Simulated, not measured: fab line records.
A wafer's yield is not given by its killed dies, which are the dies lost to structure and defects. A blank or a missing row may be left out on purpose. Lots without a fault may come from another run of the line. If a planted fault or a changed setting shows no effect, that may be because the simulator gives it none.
Matching of chambers ; flow n5_finfet ; 4 sister chambers for N5_HKMG_FIN_ALD_79 on ald_metal-02
The step deposits TiN, target thk 1.5 nm, pulse time 1 s, purge time 3 s. 27 wafers are shown with their chamber, then 12 later ones without.

EACH WAFER AND ITS CHAMBER
wafer;chamber;heater_power_w (W);precursor_pulse_height_rel
L074.2;3;916;1.000
L074.3;0;765;0.977
L074.5;3;918;0.975
L076.1;2;860;1.034
L076.3;1;719;1.013
L076.5;1;732;0.990
L078.1;0;751;1.011
L078.3;2;869;0.978
L078.6;1;726;1.010
L079.1;0;737;0.986
L079.3;1;723;0.969
L079.6;1;731;0.995
L080.1;1;736;1.023
L080.3;0;751;1.014
L080.5;1;714;1.034
L081.2;3;924;1.025
L081.3;2;853;0.984
L081.5;2;854;1.018
L082.1;0;742;1.011
L082.2;1;716;0.964
L082.3;3;918;1.020
L083.2;0;741;1.029
L083.4;3;933;1.019
L083.5;0;767;0.993
L084.2;0;756;1.017
L084.3;2;852;0.977
L084.5;3;916;0.999

SIGNATURES, as means of the wafers listed above
reading;chamber 0;chamber 1;chamber 2;chamber 3;scatter within a chamber
heater_power_w;751.25;724.62;857.60;920.83;8.66
precursor_pulse_height_rel;1.00475;0.99975;0.99820;1.00633;0.0219
Rule: a wafer's distance from a chamber is the root of the sum, over the readings, of the square of ((its reading less the chamber's mean) divided by the reading's scatter). If the next closest chamber is less than 2 further off than the closest, the wafer can't be placed; otherwise it belongs to the closest. The scatter is the square root of a quotient: the sum, over the shown wafers, of each reading's squared deviation from its chamber's mean, divided by wafers minus chambers.

WAFERS WITHOUT THEIR CHAMBER
wafer;heater_power_w (W);precursor_pulse_height_rel
L086.1;704;0.978
L086.3;888;0.988
L086.4;868;1.005
L087.1;916;0.985
L087.3;739;0.980
L087.6;709;0.988
L092.2;927;1.014
L092.5;942;0.971
L092.6;752;0.951
L097.2;934;1.015
L097.5;928;1.015
L097.6;840;0.999

WHICH CHAMBER EACH WENT THROUGH
wafer;from the rows above;in truth
L086.1;1;1
L086.3;can't be placed: 2 or 3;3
L086.4;2;2
L087.1;3;3
L087.3;can't be placed: 0 or 1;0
L087.6;1;1
L092.2;3;3
L092.5;3;3
L092.6;can't be placed: 0 or 1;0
L097.2;3;3
L097.5;3;3
L097.6;2;2
Placed correctly: 9 of 12. Cannot be placed on the basis of these rows: 3; the candidates contain the true chamber in 3. 0 placed wrongly.
